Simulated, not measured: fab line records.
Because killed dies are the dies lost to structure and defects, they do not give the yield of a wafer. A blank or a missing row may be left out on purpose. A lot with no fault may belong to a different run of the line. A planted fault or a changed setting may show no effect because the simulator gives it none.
A lot that was struck, set against a sound lot + flow n5_finfet + 15 out of 1938 route steps
Sound: the wafers L129.1, L129.3, L129.4. Struck: wafer L138.6 (left out: L138.3, a lot-mate that was not struck); the cause follows at the end.
Per side, at each step with rows, come the tool, then ch with its chambers, and then its first start. Under that, the readings that differ: sound wafers + struck wafers + difference of the means + sigmas: that difference in standard deviations of wafers without a fault.
alike: a reading whose means differ by less than 2 such deviations, as well as words and numbers matching on both sides. not compared: withheld readings; readings where some wafer has no value; bounds like >300 that might hide an equal value; numbers whose values overlap and for which the record gives no deviation.
Wherever a step has rows on one side only, a row that says differs or no value, or a row with sigmas, the two part there. Non-overlapping numbers with no deviation appear without sigmas and do not part them. A reading that every wafer of one side lacks parts them only if that side has two wafers or more.

first, 2 steps without rows for these wafers: N5_PASSIVATION_DEVELOP_29 (develop time 60 s); N5_PASSIVATION_HARDBAKE_31 (time 120 s).
N5_PASSIVATION_CD_MEAS_30: the cd target is 4000 nm.
  sound on cd_sem-02 ch 0, day 14 00:01; struck on cd_sem-03 ch 0, day 16 04:44
  alike: cd_nm
N5_PASSIVATION_OVL_MEAS_63:
  sound on overlay-02 ch 0, day 14 00:03; struck on overlay-02 ch 0, day 16 04:46
| reading      | sound    | struck | difference | sigmas |
|--------------|----------|--------|------------|--------|
| PAD_OVL (nm) | -6 -4 -4 | 6      | +11        | +2     |
N5_PASSIVATION_INSPECT_64: inspects for defects (macro).
  sound on defect_inspect-01 at day 14 00:04; struck on defect_inspect-01 at day 16 04:47
  alike: raw_defect_count
N5_PASSIVATION_DESCUM_32: chemistry O2, time 7.9 s.
  sound on rie_diel-03 ch 0,2,3, day 14 00:10; struck on rie_diel-03 ch 2, day 16 04:50
  alike: bias_power_w, drypump_motor_current_A, oes_product_au, rf_vpp_V, showerhead_plenum_p_Torr, throttle_valve_pct
  not compared: rf_hours_counter_h
N5_PASSIVATION_AL_ETCH_33: etches Al in Cl2/BCl3, stops on TaN, target depth 2800 nm, time 466.7 s.
  sound on rie_metal-01 ch 0,1, day 14 00:18; struck on rie_metal-01 ch 0, day 16 05:03
  alike: drypump_motor_current_A, oes_product_au, throttle_valve_pct
  not compared: rf_hours_counter_h
N5_PASSIVATION_ETCH_59: etches TaN in Cl2/BCl3, target depth 65 nm, time 34.9 s.
  sound on rie_metal-01 ch 0,1, day 14 00:42; struck on rie_metal-01 ch 0, day 16 05:21
  alike: drypump_motor_current_A, oes_product_au, throttle_valve_pct
  not compared: rf_hours_counter_h
N5_PASSIVATION_STRIP_34: strips in O2.
  sound on rie_diel-03 ch 0,1,2, day 14 00:49; struck on rie_diel-01 ch 3, day 16 05:26
| reading      | sound       | struck | difference | sigmas |
|--------------|-------------|--------|------------|--------|
| rf_vpp_V (V) | 3.0 3.0 3.2 | 6.0    | +2.9       | +2     |
  alike: drypump_motor_current_A, oes_product_au, showerhead_plenum_p_Torr, throttle_valve_pct
  not compared: rf_hours_counter_h
then, 3 steps without rows for these wafers: N5_PASSIVATION_STRIP_51 (strips in post etch residue remover, time 1200 s); N5_PASSIVATION_CLEAN_69 (cleans in IPA, time 180 s); N5_PASSIVATION_SRD_70 (time 30 s).
N5_PASSIVATION_PECVD_53: deposits SiO2 from TEOS/O2, target thk 800 nm, time 169.4 s.
  sound on pecvd-02 ch 1,2, day 14 01:21; struck on pecvd-02 ch 2, day 16 05:56
| reading                                        | sound             | struck | difference | sigmas |
|------------------------------------------------|-------------------|--------|------------|--------|
| run_length_s (s)                               | 197.0 198.1 197.9 | 162.9  | -34.8      | -61    |
| model.SiO2_of_PASSIVATION_PECVD_53.thk_nm (nm) | 802.8 794.4 816.4 | 627.4  | -177.1     |        |
N5_PASSIVATION_PECVD_35: deposits SiNx from SiH4/NH3/N2, target thk 700 nm, time 151.3 s.
  sound on pecvd-02 ch 1,2, day 14 01:28; struck on pecvd-02 ch 2, day 16 06:03
  alike: heater_power_w, run_length_s, showerhead_plenum_p_Torr, throttle_valve_pct
after that, 1 step had no rows for these wafers: N5_PASSIVATION_PROBE_49.

== WHERE THEY PART ==
Earliest at N5_PASSIVATION_OVL_MEAS_63; latest, in this record, at N5_PASSIVATION_PECVD_53. Later steps at which nothing parts them and some readings are alike: N5_PASSIVATION_PECVD_35.

WHY: the cause the simulator had injected
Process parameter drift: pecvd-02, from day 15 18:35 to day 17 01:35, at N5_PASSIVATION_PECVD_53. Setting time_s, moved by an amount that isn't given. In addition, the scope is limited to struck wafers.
